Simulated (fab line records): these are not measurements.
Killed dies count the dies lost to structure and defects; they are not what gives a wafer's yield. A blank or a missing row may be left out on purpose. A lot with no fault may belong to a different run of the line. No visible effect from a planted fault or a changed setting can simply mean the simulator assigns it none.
fab line records	flow n5-finfet
record lots=7	wafers=21
route steps=1938 shown ZERO_LAYER@4 FIN_SAQP@108 DUMMY_GATE@228 SD_EPI_N@279 SD_EPI_P@321
start-h: start of the lot's first displayed wafer, in hours after the record's first day	wait-h: hours from the lot's prior step to this one	" the same as in the row above	L1.1+2: a single row standing in for several wafers	- no value, or no start given	* or withheld: withheld	< > ~ a bound
route shown NAME@n: a module of which the file shows steps, and the number in the route of the first	usual: mean/standard deviation of fault-free wafers	same: alike in all rows	chamber/n: place in a boat	sites: each site's reading	_std_site: standard deviation of those values	_edge_site: mean of outer sites minus mean of inner sites	radius-mm: for every site, how far away it sits from the centre of the wafer	mask NAME#n: copy n	behind: tool/chamber where the wafer was last shaped	hold: the reason the lot was held/the length of the hold in hours/how it ended	device: transistor that didn't switch, given as n, p or np	end of line: the route-end tests of the same wafers	for a step that has no rows: nothing shown but its recipe	killed: not the wafer's yield, but the dies lost to structure and defects at the first sort	map: the dies of a wafer, with x for killed, . for not killed, _ for no die there
set.NAME: setting as actually run; set.NAME@STEP: the setting as run at that earlier step	model.NAME: the simulator's own value behind a step, which no gauge read
one table per step and one row per wafer, for lots whose settings were changed on purpose
## steps
# step N5_ZERO_LAYER_PECVD_02
# recipe material=SiO2	target-thk-a=100	temp-c=400	precursor=SiH4/N2O	pressure-torr=0.75	rf-w=275	time-s=6
lot.wafer	tool	chamber	start-h	wait-h	set.time-s	model.SiO2_of_ZERO_LAYER_PECVD_02.thk-nm
L074.4	pecvd-04	0	12.50	0.1	6	10.02
L074.5	"	1	"	"	6	10.13
L074.6	"	2	"	"	6	9.834
L075.2	pecvd-04	1	18.29	0.0	6.654	11.2
L075.4	"	2	"	"	6	10.15
L075.6	"	0	"	"	6	10.03
L078.2	pecvd-02	2	36.28	0.0	6	9.615
L078.3	"	0	"	"	6	9.987
L078.5	"	2	"	"	6.624	10.85
L080.4	pecvd-02	0	48.31	0.1	6	10.11
L080.5	"	2	"	"	6	9.943
L080.6	"	1	"	"	6	10.04
L083.2	pecvd-01	1	66.28	0.0	6	9.693
L083.3	"	2	"	"	6	10.02
L083.4	"	1	"	"	6	9.927
L085.2	pecvd-02	1	78.28	0.0	6	9.896
L085.3	"	0	"	"	6	10.12
L085.4	"	2	"	"	6	9.817
L086.3	pecvd-02	1	84.28	0.0	6	9.823
L086.5	"	0	"	"	6	9.919
L086.6	"	2	"	"	6	9.761
# step N5_ZERO_LAYER_COAT_05
# recipe spin-rpm=1500	resist-thk-nm=1000
lot.wafer	tool	chamber	start-h	wait-h	set.spin-rpm	model.coat_of_ZERO_LAYER_COAT_05.thk-nm
L074.4	litho-track-01	0	-	-	1500	998.5
L074.5	"	0	"	"	1500	1001
L074.6	"	0	"	"	1500	999.2
L075.2	litho-track-05	0	-	-	1356	1052
L075.4	"	0	"	"	1500	999.5
L075.6	"	0	"	"	1356	1054
L078.2	litho-track-01	0	-	-	1405	1036
L078.3	"	0	"	"	1500	998.4
L078.5	"	0	"	"	1500	999.4
L080.4	litho-track-01	0	-	-	1353	1056
L080.5	"	0	"	"	1353	1054
L080.6	"	0	"	"	1500	1004
L083.2	litho-track-05	0	-	-	1500	998
L083.3	"	0	"	"	1500	999.5
L083.4	"	0	"	"	1500	998.6
L085.2+4	litho-track-05	0	-	-	1500	1004
L085.3	"	0	"	"	1500	1006
L086.3	litho-track-02	0	-	-	1500	998.7
L086.5	"	0	"	"	1402	1034
L086.6	"	0	"	"	1500	1003
# step N5_ZERO_LAYER_EBR_07
# recipe solvent=PGMEA	ebr-width-mm=1.5
# step N5_ZERO_LAYER_SOFTBAKE_06
# recipe temp-c=100	time-s=90
# step N5_ZERO_LAYER_DESCUM_16
# recipe chemistry=O2	time-s=7.9	source-power-w=50	bias-power-w=20	pressure-mtorr=20	rf-frequency-hz=2.712e+07	temp-c=40	o2-flow-sccm=225
# step N5_ZERO_LAYER_ETCH_17
# recipe chemistry=CF4	target=SiO2	target-depth-a=120	time-s=13.3	ion-energy-ev=350	pressure-mtorr=40	source-w=450	bias-w=215	Ar_flow_sccm=100	cf4-flow-sccm=100
lot.wafer	tool	chamber	start-h	wait-h	set.spin-rpm@ZERO_LAYER_COAT_05	model.coat_of_ZERO_LAYER_COAT_05.thk-nm
L074.4	rie-diel-01	3	13.03	0.0	1500	969.1
L074.5	"	0	"	"	1500	970.4
L074.6	"	3	"	"	1500	969.8
L075.2	rie-diel-05	3	18.73	0.0	1356	1023
L075.4	"	0	"	"	1500	970.1
L075.6	"	0	"	"	1356	1025
L078.2	rie-diel-01	1	36.71	0.0	1405	1007
L078.3	"	0	"	"	1500	968.5
L078.5	"	2	"	"	1500	969.5
L080.4	rie-diel-05	1	49.29	0.0	1353	1027
L080.5	"	1	"	"	1353	1026
L080.6	"	0	"	"	1500	974.3
L083.2	rie-diel-03	0	66.86	0.0	1500	967.6
L083.3	"	2	"	"	1500	969.9
L083.4	"	1	"	"	1500	969
L085.2	rie-diel-03	1	78.85	0.0	1500	974.1
L085.3	"	3	"	"	1500	976.7
L085.4	"	2	"	"	1500	974.7
L086.3	rie-diel-03	3	84.83	0.0	1500	969
L086.5	"	0	"	"	1402	1004
L086.6	"	3	"	"	1500	973.4
# step N5_ZERO_LAYER_ETCH_18
# recipe chemistry=HBr/Cl2	target=Si	target-depth-a=1200	time-s=40	pressure-mtorr=10	icp-w=800	bias-w=75	HBr_flow_sccm=150	Cl2_flow_sccm=80
# step N5_ZERO_LAYER_STRIP_24
# recipe chemistry=O2	power-w=1000	temp-c=250	overash-fraction=0.3	pressure-mtorr=1000	o2-flow-sccm=6750
# usual strip-time-to-endpoint-s=43.88/0.092
lot.wafer	tool	chamber	start-h	wait-h	set.spin-rpm@ZERO_LAYER_COAT_05	strip-time-to-endpoint-s
L074.4	plasma-asher-02	0	13.23	0.1	1500	43.79
L074.5	"	0	"	"	1500	43.86
L074.6	"	1	"	"	1500	43.80
L075.2	plasma-asher-02	1	18.91	0.1	1356	45.39
L075.4	"	0	"	"	1500	43.83
L075.6	"	0	"	"	1356	45.47
L078.2	plasma-asher-02	1	36.89	0.1	1405	44.99
L078.3	"	1	"	"	1500	43.81
L078.5	"	1	"	"	1500	43.89
L080.4	plasma-asher-02	0	49.49	0.1	1353	45.57
L080.5	"	1	"	"	1353	45.53
L080.6	"	0	"	"	1500	43.99
L083.2	plasma-asher-02	0	67.08	0.1	1500	43.78
L083.3	"	1	"	"	1500	43.83
L083.4	"	0	"	"	1500	43.87
L085.2	plasma-asher-01	0	79.04	0.1	1500	43.99
L085.3	"	0	"	"	1500	44.07
L085.4	"	1	"	"	1500	43.99
L086.3	plasma-asher-02	0	85.03	0.1	1500	43.76
L086.5	"	1	"	"	1402	44.84
L086.6	"	0	"	"	1500	43.95
# step N5_FIN_SAQP_EXPOSE_13
# recipe mask-id=FIN_CORE	na=1.35	source-shape=dipole	sigma-inner=0.538	sigma-outer=0.738	polarization=te	target-cd-nm=35.6	dose-mj=63.25
lot.wafer	tool	chamber	start-h	wait-h	mask	set.dose-mj
L074.4+5	arfi-scanner-02	0	22.01	-	FIN_CORE#0	67.96
L074.6	"	0	"	"	FIN_CORE#0	63.25
L075.2+4+6	arfi-scanner-03	0	27.33	-	FIN_CORE#0	65.14
L078.2+3	arfi-scanner-01	0	46.12	-	FIN_CORE#0	63.25
L078.5	"	0	"	"	FIN_CORE#0	66.04
L080.4	arfi-scanner-02	0	58.01	-	FIN_CORE#0	58.91
L080.5+6	"	0	"	"	FIN_CORE#0	63.25
L083.2+3+4	arfi-scanner-02	0	77.48	-	FIN_CORE#0	63.25
L085.2+3+4	arfi-scanner-02	0	87.86	-	FIN_CORE#0	63.25
L086.3+5+6	arfi-scanner-03	0	94.75	-	FIN_CORE#0	63.25
# step N5_FIN_SAQP_PEB_14
# recipe peb-temp-c=withheld	peb-time-s=60	resist=CAR-ArF
# step N5_FIN_SAQP_DEVELOP_15
# recipe develop-time-s=30	developer=TMAH	resist=CAR-ArF	dev-temp-c=23	rinse-liquid=diw	dry=air-spin
# step N5_FIN_SAQP_CD_MEAS_16
# recipe target-cd-nm=35.6	landing-energy-ev=500	detector=se-inlens
# usual cd-nm=35.66/0.3
lot.wafer	tool	chamber	start-h	wait-h	set.dose-mj@FIN_SAQP_EXPOSE_13	cd-nm
L074.4	cd-sem-01	0	22.13	-	67.96	33.68
L074.5	"	0	"	"	67.96	33.89
L074.6	"	0	"	"	63.25	35.45
L075.2	cd-sem-03	0	27.45	-	65.14	35.45
L075.4	"	0	"	"	65.14	34.73
L075.6	"	0	"	"	65.14	35.70
L078.2	cd-sem-02	0	46.24	-	63.25	35.85
L078.3	"	0	"	"	63.25	35.63
L078.5	"	0	"	"	66.04	34.81
L080.4	cd-sem-02	0	58.12	-	58.91	37.12
L080.5	"	0	"	"	63.25	35.47
L080.6	"	0	"	"	63.25	35.86
L083.2	cd-sem-03	0	77.61	-	63.25	35.38
L083.3	"	0	"	"	63.25	35.97
L083.4	"	0	"	"	63.25	35.78
L085.2	cd-sem-03	0	87.98	-	63.25	35.72
L085.3	"	0	"	"	63.25	36.14
L085.4	"	0	"	"	63.25	35.89
L086.3	cd-sem-02	0	94.87	-	63.25	35.58
L086.5	"	0	"	"	63.25	35.15
L086.6	"	0	"	"	63.25	35.22
# step N5_DUMMY_GATE_EXPOSE_12
# recipe mask-id=GATE	na=0.33	source-shape=annular	sigma-inner=0.2	sigma-outer=0.6	polarization=unpolarized	target-cd-nm=25	dose-mj=34
lot.wafer	tool	chamber	start-h	wait-h	mask	set.dose-mj
L074.4	euv-scanner-02	0	46.83	-	GATE#0	31.49
L074.5+6	"	0	"	"	GATE#0	34
L075.2+6	euv-scanner-02	0	54.41	-	GATE#0	34
L075.4	"	0	"	"	GATE#0	35.73
L078.2	euv-scanner-02	0	74.85	-	GATE#0	31.69
L078.3+5	"	0	"	"	GATE#0	34
L080.4	euv-scanner-02	0	82.63	-	GATE#0	34
L080.5+6	"	0	"	"	GATE#0	31.72
L083.2	euv-scanner-01	0	102.51	-	GATE#0	35.81
L083.3+4	"	0	"	"	GATE#0	34
L085.2+3+4	euv-scanner-01	0	114.60	-	GATE#0	34
L086.3+6	euv-scanner-02	0	120.01	-	GATE#0	34
L086.5	"	0	"	"	GATE#0	31.89
# step N5_DUMMY_GATE_PEB_13
# recipe peb-temp-c=100	peb-time-s=60	resist=CAR-EUV
# step N5_DUMMY_GATE_DEVELOP_14
# recipe develop-time-s=30	developer=TMAH	resist=CAR-EUV	rinse-liquid=surfactant-rinse	dry=air-spin	dev-temp-c=23
# step N5_DUMMY_GATE_CD_MEAS_15
# recipe target-cd-nm=25.8	landing-energy-ev=500	detector=se-inlens
# usual cd-nm=24.90/0.24
lot.wafer	tool	chamber	start-h	wait-h	set.dose-mj@DUMMY_GATE_EXPOSE_12	cd-nm
L074.4	cd-sem-01	0	46.95	-	31.49	26.55
L074.5	"	0	"	"	34	24.83
L074.6	"	0	"	"	34	24.72
L075.2	cd-sem-03	0	54.53	-	34	24.87
L075.4	"	0	"	"	35.73	23.70
L075.6	"	0	"	"	34	25.02
L078.2	cd-sem-02	0	74.97	-	31.69	26.46
L078.3	"	0	"	"	34	25.07
L078.5	"	0	"	"	34	24.68
L080.4	cd-sem-03	0	82.75	-	34	25.12
L080.5	"	0	"	"	31.72	26.45
L080.6	"	0	"	"	31.72	26.08
L083.2	cd-sem-02	0	102.64	-	35.81	23.71
L083.3	"	0	"	"	34	24.93
L083.4	"	0	"	"	34	24.69
L085.2	cd-sem-01	0	114.72	-	34	24.72
L085.3	"	0	"	"	34	24.89
L085.4	"	0	"	"	34	24.91
L086.3	cd-sem-02	0	120.13	-	34	24.80
L086.5	"	0	"	"	31.89	25.87
L086.6	"	0	"	"	34	25.00
# step N5_DUMMY_GATE_DESCUM_20
# recipe chemistry=O2	time-s=6.2	source-power-w=50	bias-power-w=20	pressure-mtorr=20	rf-frequency-hz=2.712e+07	temp-c=40	resist=CAR-EUV	o2-flow-sccm=225
lot.wafer	tool	chamber	start-h	wait-h	set.time-s
L074.4+5+6	rie-diel-01	2,2,1	47.07	0.0	4.808
L075.2+4	rie-diel-05	1	54.83	0.2	6.804
L075.6	"	0	"	"	6.2
L078.2+3+5	rie-diel-03	1,2,2	75.10	0.0	6.2
L080.4+5	rie-diel-03	0	82.88	0.0	6.2
L080.6	"	1	"	"	5.639
L083.2+4	rie-diel-03	1,0	102.77	0.0	6.901
L083.3	"	2	"	"	6.2
L085.2+3+4	rie-diel-01	1,3,0	114.85	0.0	6.2
L086.3+6	rie-diel-01	1	120.25	0.0	6.2
L086.5	"	0	"	"	7.08
# step N5_DUMMY_GATE_ETCH_29
# recipe chemistry=N2/H2	target=underlayer	target-depth-a=130	ion-energy-ev=200	pressure-mtorr=30	source-w=840	bias-w=150	n2-flow-sccm=200	h2-flow-sccm=200
# step N5_DUMMY_GATE_ETCH_36
# recipe chemistry=CF4	target=SiARC	target-depth-a=130	pressure-mtorr=40	source-w=545	bias-w=36	Ar_flow_sccm=100	cf4-flow-sccm=100	ion-energy-ev=80
# step N5_DUMMY_GATE_STRIP_38
# recipe chemistry=N2/H2	temp-c=40	n2-flow-sccm=200	h2-flow-sccm=200	rf-frequency-hz=6e+07
# step N5_DUMMY_GATE_STRIP_39
# recipe chemistry=N2/H2	temp-c=40	n2-flow-sccm=200	h2-flow-sccm=200	rf-frequency-hz=6e+07
# step N5_DUMMY_GATE_TRIM_49
# recipe chemistry=O2	resist=SOC	time-s=29	target-cd-nm=14	source-power-w=300	bias-power-w=0	O2_flow_sccm=100	temp-c=20
lot.wafer	tool	chamber	start-h	wait-h	set.dose-mj@DUMMY_GATE_EXPOSE_12	model.DUMMY_GATE.cd-nm
L074.4	rie-si-05	2	47.30	0.0	31.49	15.4
L074.5	"	0	"	"	34	13.4
L074.6	"	3	"	"	34	14.2
L075.2	rie-si-06	2	55.05	0.0	34	14.4
L075.4	"	1	"	"	35.73	13
L075.6	"	0	"	"	34	14
L078.2	rie-si-04	2	75.33	0.0	31.69	15.4
L078.3	"	0	"	"	34	13.8
L078.5	"	2	"	"	34	13.6
L080.4	rie-si-05	0	83.11	0.0	34	14.2
L080.5	"	2	"	"	31.72	15.6
L080.6	"	1	"	"	31.72	16.2
L083.2	rie-si-06	3	103.00	0.0	35.81	12.2
L083.3	"	2	"	"	34	13.6
L083.4	"	0	"	"	34	14.2
L085.2	rie-si-06	0	115.08	0.0	34	14.2
L085.3+4	"	2,1	"	"	34	13.6
L086.3	rie-si-04	3	120.48	0.0	34	14.2
L086.5	"	3	"	"	31.89	15.6
L086.6	"	2	"	"	34	13.8
# step N5_DUMMY_GATE_STRIP_40
# recipe chemistry=CF4	resist=SiARC	power-w=300	bias-power-w=75	pressure-mtorr=50	cf4-flow-sccm=150	rf-frequency-hz=6e+07
# step N5_DUMMY_GATE_CD_MEAS_50
# recipe target-cd-nm=14
# usual cd-nm=13.8/0.52
lot.wafer	tool	chamber	start-h	wait-h	set.dose-mj@DUMMY_GATE_EXPOSE_12	cd-nm
L074.4	cd-sem-01	-	47.48	0.0	31.49	15.6
L074.5	"	-	"	"	34	13.8
L074.6	"	-	"	"	34	14.5
L075.2	cd-sem-02	-	55.24	0.0	34	14.8
L075.4	"	-	"	"	35.73	12.6
L075.6	"	-	"	"	34	13.9
L078.2	cd-sem-02	-	75.48	0.0	31.69	15.5
L078.3	"	-	"	"	34	13.7
L078.5	"	-	"	"	34	13.3
L080.4	cd-sem-01	-	83.27	0.0	34	13.8
L080.5	"	-	"	"	31.72	15.5
L080.6	"	-	"	"	31.72	16.0
L083.2	cd-sem-02	-	103.15	0.0	35.81	12.0
L083.3	"	-	"	"	34	13.6
L083.4	"	-	"	"	34	14.5
L085.2	cd-sem-02	-	115.23	0.0	34	14.0
L085.3	"	-	"	"	34	13.8
L085.4	"	-	"	"	34	13.8
L086.3	cd-sem-02	-	120.64	0.0	34	14.4
L086.5	"	-	"	"	31.89	15.5
L086.6	"	-	"	"	34	13.9
# step N5_DUMMY_GATE_ETCH_31
# recipe chemistry=C4F6/O2	target=SiO2	mask-material=SOC	target-depth-a=825	time-s=27.5	ion-energy-ev=250	pressure-mtorr=30	source-w=345	bias-w=185	Ar_flow_sccm=300	C4F6_flow_sccm=10	O2_flow_sccm=10
# step N5_DUMMY_GATE_STRIP_41
# recipe chemistry=O2	power-w=400	temp-c=40	pressure-mtorr=30	rf-frequency-hz=6e+07	bias-power-w=0	overash-fraction=0.3	o2-flow-sccm=225
# step N5_DUMMY_GATE_ETCH_32
# recipe chemistry=CF4	target=SiO2	target-depth-a=35	time-s=3.9	ion-energy-ev=350	pressure-mtorr=10	icp-w=800	bias-w=400	cf4-flow-sccm=80
# step N5_DUMMY_GATE_ETCH_23
# recipe chemistry=HBr/Cl2/O2	HBr_flow_sccm=150	Cl2_flow_sccm=80	O2_flow_sccm=12	bias-w=102	target-depth-a=410	time-s=22.3	target=poly-Si	mask-material=SiO2	pressure-mtorr=10	icp-w=800
# step N5_DUMMY_GATE_ETCH_44
# recipe chemistry=HBr/O2	over-etch-frac=0.7	target-depth-a=1275	stop-on=SiO2	ion-energy-ev=60	bias-w=20	target=poly-Si	mask-material=SiO2	pressure-mtorr=20	icp-w=400	HBr_flow_sccm=120	O2_flow_sccm=10
lot.wafer	tool	chamber	start-h	wait-h	set.dose-mj@DUMMY_GATE_EXPOSE_12	model.DUMMY_GATE.cd-nm
L074.4	rie-si-05	0	47.85	0.0	31.49	16.6
L074.5	"	0	"	"	34	14.2
L074.6	"	3	"	"	34	15.4
L075.2	rie-si-04	0	55.62	0.0	34	15.2
L075.4	"	2	"	"	35.73	14.2
L075.6	"	2	"	"	34	14.8
L078.2	rie-si-06	3	75.86	0.0	31.69	16.6
L078.3+5	"	1	"	"	34	14.8
L080.4	rie-si-04	3	83.79	0.0	34	14.8
L080.5	"	3	"	"	31.72	16.6
L080.6	"	2	"	"	31.72	17.2
L083.2	rie-si-04	0	103.53	0.0	35.81	13
L083.3	"	3	"	"	34	14.2
L083.4	"	0	"	"	34	15.4
L085.2	rie-si-05	0	115.61	0.0	34	14.6
L085.3	"	1	"	"	34	14.2
L085.4	"	2	"	"	34	14.4
L086.3	rie-si-05	2	121.05	0.0	34	15.2
L086.5	"	0	"	"	31.89	16.4
L086.6	"	1	"	"	34	14.6
# step N5_DUMMY_GATE_CD_MEAS_24
# recipe target-cd-nm=15
# usual cd-nm=14.7/0.58
lot.wafer	tool	chamber	start-h	wait-h	set.dose-mj@DUMMY_GATE_EXPOSE_12	cd-nm
L074.4	cd-sem-01	-	47.97	0.1	31.49	16.5
L074.5	"	-	"	"	34	14.0
L074.6	"	-	"	"	34	15.6
L075.2	cd-sem-03	-	55.73	0.1	34	15.3
L075.4	"	-	"	"	35.73	14.2
L075.6	"	-	"	"	34	14.3
L078.2	cd-sem-03	-	75.97	0.1	31.69	16.7
L078.3	"	-	"	"	34	14.4
L078.5	"	-	"	"	34	14.6
L080.4	cd-sem-03	-	83.91	0.1	34	14.9
L080.5	"	-	"	"	31.72	16.5
L080.6	"	-	"	"	31.72	16.8
L083.2	cd-sem-01	-	103.64	0.1	35.81	13.3
L083.3	"	-	"	"	34	14.2
L083.4	"	-	"	"	34	15.2
L085.2	cd-sem-01	-	115.73	0.1	34	14.9
L085.3	"	-	"	"	34	14.4
L085.4	"	-	"	"	34	14.6
L086.3	cd-sem-01	-	121.17	0.1	34	15.6
L086.5	"	-	"	"	31.89	16.5
L086.6	"	-	"	"	34	14.9
# step N5_SD_EPI_N_ETCH_16
# recipe chemistry=CHF3/O2	target=SiO2	target-depth-a=50	mask-material=SOC	pressure-mtorr=30	source-w=650	bias-w=170	Ar_flow_sccm=200	CHF3_flow_sccm=50	O2_flow_sccm=5	ion-energy-ev=200
lot.wafer	tool	chamber	start-h	wait-h	set.target-depth-a	model.etch.depth-nm
L074.4	rie-diel-06	0	50.37	0.1	54.33	5.359
L074.5	"	0	"	"	54.33	5.322
L074.6	"	3	"	"	50	4.99
L075.2	rie-diel-06	2	57.83	0.1	45.2	4.457
L075.4	"	2	"	"	45.2	4.464
L075.6	"	3	"	"	50	4.912
L078.2	rie-diel-06	2	78.00	0.1	50	4.923
L078.3	"	1	"	"	50	4.942
L078.5	"	1	"	"	50	4.951
L080.4	rie-diel-02	0	87.08	0.1	50	4.856
L080.5	"	1	"	"	50	4.919
L080.6	"	0	"	"	50	4.853
L083.2	rie-diel-04	1	105.95	0.1	50	4.795
L083.3	"	2	"	"	53.04	5.363
L083.4	"	3	"	"	53.04	5.398
L085.2	rie-diel-04	3	118.03	0.1	50	5.051
L085.3	"	1	"	"	50	4.794
L085.4	"	0	"	"	50	4.958
L086.3	rie-diel-06	1	124.27	0.1	50	4.839
L086.5	"	0	"	"	54.72	5.327
L086.6	"	2	"	"	54.72	5.437
# step N5_SD_EPI_N_EPI_21
# recipe material=Si:P	dopant=P	temp-c=680	pressure-torr=255	time-s=690
lot.wafer	tool	chamber	start-h	wait-h	set.epi-growth-time-s	model.Si-P_of_SD_EPI_N_EPI_21.thk-nm
L074.4	epi-rpcvd-03	0	52.72	1.2	690	61.4
L074.5	"	0	"	"	690	59.8
L074.6	"	0	"	"	690	60.4
L075.2	epi-rpcvd-03	0	59.45	0.5	690	58.6
L075.4+6	"	0	"	"	690	59
L078.2	epi-rpcvd-01	0	79.36	0.4	690	58.4
L078.3	"	0	"	"	690	58.8
L078.5	"	0	"	"	690	59
L080.4+6	epi-rpcvd-01	0	89.36	0.9	690	58.4
L080.5	"	0	"	"	690	57.8
L083.2	epi-rpcvd-04	0	107.28	0.4	637.8	55.8
L083.3	"	0	"	"	637.8	56
L083.4	"	0	"	"	690	58.4
L085.2+3	epi-rpcvd-03	0	119.64	0.5	690	59.8
L085.4	"	0	"	"	690	60.4
L086.3	epi-rpcvd-04	0	126.32	0.7	690	58.8
L086.5	"	0	"	"	619.3	54
L086.6	"	0	"	"	619.3	53.8
# step N5_SD_EPI_N_PRECLEAN_24
# recipe chemistry=O3/DIW	time-s=60	temp-c=22	o3-ppm=10
# step N5_SD_EPI_P_EPI_21
# recipe material=SiGe:B	dopant=B	temp-c=550	pressure-torr=20	ambient=H2	time-s=355
# step N5_SD_EPI_P_HM_STRIP_48
# recipe chemistry=H3PO4	temp-c=160	material=SiNx	target=SiNx	target-depth-a=30	overetch-fraction=0.3
lot.wafer	tool	chamber	start-h	wait-h	set.epi-growth-time-s@SD_EPI_N_EPI_21	model.Si-P_of_SD_EPI_N_EPI_21.thk-nm
L074.4	wet-bench-03	3	58.80	0.0	690	60.6
L074.5	"	5	"	"	690	59.2
L074.6	"	2	"	"	690	59.8
L075.2	wet-bench-03	6	65.98	0.0	690	58
L075.4	"	5	"	"	690	58.4
L075.6	"	1	"	"	690	58.2
L078.2	wet-bench-03	3	85.33	0.0	690	57.8
L078.3	"	1	"	"	690	58.2
L078.5	"	4	"	"	690	58.4
L080.4+6	wet-bench-05	4,0	94.90	0.0	690	57.8
L080.5	"	2	"	"	690	57.2
L083.2	wet-bench-05	5	113.21	0.0	637.8	55.2
L083.3	"	1	"	"	637.8	55.4
L083.4	"	2	"	"	690	57.8
L085.2+3	wet-bench-04	3,0	126.74	0.0	690	59.2
L085.4	"	2	"	"	690	59.6
L086.3	wet-bench-04	2	132.95	0.0	690	58
L086.5	"	6	"	"	619.3	53.4
L086.6	"	5	"	"	619.3	53.2
## key
split step=N5_ZERO_LAYER_PECVD_02	setting=time-s	stated=6	by=wafer
response step=N5_ZERO_LAYER_PECVD_02	reading=model.SiO2_of_ZERO_LAYER_PECVD_02.thk-nm	change=+0.101	per=1%	r=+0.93
split step=N5_ZERO_LAYER_COAT_05	setting=spin-rpm	stated=1500	by=wafer
response step=N5_ZERO_LAYER_COAT_05	reading=model.coat_of_ZERO_LAYER_COAT_05.thk-nm	change=-5.41	per=1%	r=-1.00
response step=N5_ZERO_LAYER_ETCH_17	reading=model.coat_of_ZERO_LAYER_COAT_05.thk-nm	change=-5.45	per=1%	r=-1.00
response step=N5_ZERO_LAYER_STRIP_24	reading=strip-time-to-endpoint-s	change=*	per=1%	r=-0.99
split step=N5_FIN_SAQP_EXPOSE_13	setting=dose-mj	stated=63.25	by=wafer
response step=N5_FIN_SAQP_CD_MEAS_16	reading=cd-nm	change=-0.217	per=1%	r=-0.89
split step=N5_DUMMY_GATE_EXPOSE_12	setting=dose-mj	stated=34	by=wafer
response step=N5_DUMMY_GATE_CD_MEAS_15	reading=cd-nm	change=-0.209	per=1%	r=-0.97
response step=N5_DUMMY_GATE_TRIM_49	reading=model.DUMMY_GATE.cd-nm	change=-0.251	per=1%	r=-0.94
response step=N5_DUMMY_GATE_CD_MEAS_50	reading=cd-nm	change=-0.276	per=1%	r=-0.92
response step=N5_DUMMY_GATE_ETCH_44	reading=model.DUMMY_GATE.cd-nm	change=-0.262	per=1%	r=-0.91
response step=N5_DUMMY_GATE_CD_MEAS_24	reading=cd-nm	change=-0.238	per=1%	r=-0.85
split step=N5_DUMMY_GATE_DESCUM_20	setting=time-s	stated=6.2	by=wafer
response none clear
split step=N5_SD_EPI_N_ETCH_16	setting=target-depth-a	stated=50	by=wafer
response step=N5_SD_EPI_N_ETCH_16	reading=model.etch.depth-nm	change=+0.0547	per=1%	r=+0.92
split step=N5_SD_EPI_N_EPI_21	setting=epi-growth-time-s	stated=690	by=wafer
response step=N5_SD_EPI_N_EPI_21	reading=model.Si-P_of_SD_EPI_N_EPI_21.thk-nm	change=+0.426	per=1%	r=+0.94
response step=N5_SD_EPI_P_HM_STRIP_48	reading=model.Si-P_of_SD_EPI_N_EPI_21.thk-nm	change=+0.413	per=1%	r=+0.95
